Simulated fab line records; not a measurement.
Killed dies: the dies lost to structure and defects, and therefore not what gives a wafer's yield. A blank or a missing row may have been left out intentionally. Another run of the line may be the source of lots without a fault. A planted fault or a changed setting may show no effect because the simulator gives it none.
Which tool did it? -- flow nandHarc -- Sampling: 10 lots, 30 wafers, 2 of 1159 route steps

== WHAT THE GAUGES READ, wafer by wafer ==
NHARC_A_CHANNEL_HOLE_D1_CD_MEAS_10: target cd 100 nm.
lot,measured,on,cdNm (nm)
L972,day 8 03:29,cdSem-03,100.5 100.3 100.6
L974,day 8 20:06,cdSem-03,100.1 100.5 100.1
L973,day 8 20:24,cdSem-02,99.8 99.2 100.0
L975,day 9 02:01,cdSem-01,99.8 99.9 100.3
L980,day 10 05:58,cdSem-01,89.7 89.3 90.6
L983,day 11 11:40,cdSem-02,94.1 94.6 94.0
L989,day 12 07:37,cdSem-01,100.9 100.5 99.3
L991,day 12 20:17,cdSem-01,100.2 100.2 99.5
L992,day 13 05:47,cdSem-01,100.6 101.2 100.3
L993,day 13 05:56,cdSem-02,99.4 98.9 99.6

== TOOL THAT RAN EACH LOT (tool first, then ch and the chambers of the sampled wafers, then the start) ==
lot,NHARC_A_CHANNEL_HOLE_D1_EXPOSE_07
L972,"arfiScanner-02 ch 0, day 8 03:21"
L974,"arfiScanner-01 ch 0, day 8 19:58"
L973,"arfiScanner-03 ch 0, day 8 20:16"
L975,"arfiScanner-02 ch 0, day 9 01:52"
L980,"arfiScanner-01 ch 0, day 10 05:50"
L983,"arfiScanner-01 ch 0, day 11 11:32"
L989,"arfiScanner-02 ch 0, day 12 07:29"
L991,"arfiScanner-02 ch 0, day 12 20:09"
L992,"arfiScanner-02 ch 0, day 13 05:38"
L993,"arfiScanner-03 ch 0, day 13 05:47"
- NHARC_A_CHANNEL_HOLE_D1_EXPOSE_07: exposes mask HOLE D1, target cd 100 nm.

== THE ANSWER, worked out from the rows above alone ==
Rule: usual is defined by the lots themselves. Put in order of their means at a reading, lots are off if they are a third of the lots or fewer, leave a main group of 4 or more, and stand apart from it by a gap of 3 or more times the standard deviation of the main group's means; of several such gaps the widest counts. A main group whose means are all the same, to the digits that the tables above print for the reading, isn't used. A lot without any number at a reading at which 4 lots or more have one is off too. Any other lot the step has rows for is counted as sound.
Off: L980, L983, at NHARC_A_CHANNEL_HOLE_D1_CD_MEAS_10 (cdNm). The main group has a mean of 100.1 nm with a standard deviation of 0.42.
If a tool, at a process step before that reading, ran all the lots that are off and no sound lot after the first of them, it fits. The gauges at NHARC_A_CHANNEL_HOLE_D1_CD_MEAS_10 are tried like those tools. One candidate fits, namely arfiScanner-01 at NHARC_A_CHANNEL_HOLE_D1_EXPOSE_07. A fault onset in the window from L974 (day 8 19:58, its last sound lot) to L980 (day 10 05:50, its first lot off) fits.

== WHAT THE SIMULATOR HAD PUT IN ==
Process parameter drift: arfiScanner-01, from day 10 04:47 on, at NHARC_A_CHANNEL_HOLE_D1_EXPOSE_07. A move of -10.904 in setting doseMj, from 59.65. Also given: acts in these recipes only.
Lots struck among those shown: L980, L983. Same finding as the rule above.
